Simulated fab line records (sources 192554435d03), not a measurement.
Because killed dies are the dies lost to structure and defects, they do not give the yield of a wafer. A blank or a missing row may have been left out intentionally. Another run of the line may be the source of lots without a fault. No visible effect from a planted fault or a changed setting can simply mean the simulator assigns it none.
Which of the tools did it? ; flow n5Finfet ; 10 lots with 30 wafers sampled at 3 steps, on a route of 1938 steps

WHAT THE GAUGES READ, wafer by wafer
N5_BEOL_M5_CD_MEAS_11: target cd 27.74 nm.
lot;measured;on;cdNm (nm)
L373;day 9 08:46;cdSem-02;28.09 28.07 27.75
L374;day 9 08:57;cdSem-02;28.05 27.58 27.61
L382;day 11 14:44;cdSem-03;28.12 27.86 27.45
L383;day 11 21:08;cdSem-02;28.19 28.01 27.78
L386;day 12 01:50;cdSem-03;28.37 28.31 28.12
L388;day 12 08:58;cdSem-03;28.08 28.01 28.19
L389;day 12 22:21;cdSem-03;28.01 27.95 28.13
L391;day 13 18:57;cdSem-03;27.90 27.13 27.53
L392;day 13 19:07;cdSem-03;27.84 27.87 27.85
L393;day 14 19:37;cdSem-02;28.03 28.07 28.27

WHICH TOOL RAN EACH LOT (tool, then ch and the chambers of the sampled wafers, then the start)
lot;N5_BEOL_M4_PRE_CLEAN_60;N5_BEOL_M5_HM_DEP_02
L373;cvdCo-02 ch 0,1, day 9 05:41;pvdSputter-02, day 9 08:23
L374;cvdCo-02 ch 1,2, day 9 06:01;pvdSputter-02, day 9 08:34
L382;cvdCo-01 ch 1,2, day 11 10:56;pvdSputter-02, day 11 14:21
L383;cvdCo-02 ch 0,2, day 11 18:03;pvdSputter-02, day 11 20:45
L386;cvdCo-02 ch 0,2, day 11 20:22;pvdSputter-03, day 12 01:25
L388;cvdCo-01 ch 0,2, day 12 05:32;pvdSputter-01, day 12 08:27
L389;cvdCo-02 ch 0,1, day 12 19:19;pvdSputter-01, day 12 21:50
L391;cvdCo-01 ch 0,1,2, day 13 14:35;pvdSputter-03, day 13 18:26
L392;cvdCo-01 ch 0,1,2, day 13 15:16;pvdSputter-03, day 13 18:32
L393;cvdCo-02 ch 0,1,2, day 14 15:02;pvdSputter-01, day 14 19:05
- N5_BEOL_M4_PRE_CLEAN_60: time 15 s.
- N5_BEOL_M5_HM_DEP_02: deposits TiN, target thk 20 nm.

THE ANSWER, worked out from the rows above alone
Rule: what is usual is taken from the lots themselves. Put in order of their means at a reading, lots are off if they are a third of the lots or fewer, leave a main group of 4 or more, and stand apart from it by a gap of 3 or more times the standard deviation of the main group's means; of several such gaps the widest counts. The tables above print the reading to a certain number of digits; a main group whose means all agree to those digits is not used. Also off: a lot with no number at a reading for which 4 or more lots have one. Where the step has rows for the other lots, those lots are counted as sound.
None of the lots is off at any reading shown; this tells nothing.

WHAT WAS PUT IN BY THE SIMULATOR
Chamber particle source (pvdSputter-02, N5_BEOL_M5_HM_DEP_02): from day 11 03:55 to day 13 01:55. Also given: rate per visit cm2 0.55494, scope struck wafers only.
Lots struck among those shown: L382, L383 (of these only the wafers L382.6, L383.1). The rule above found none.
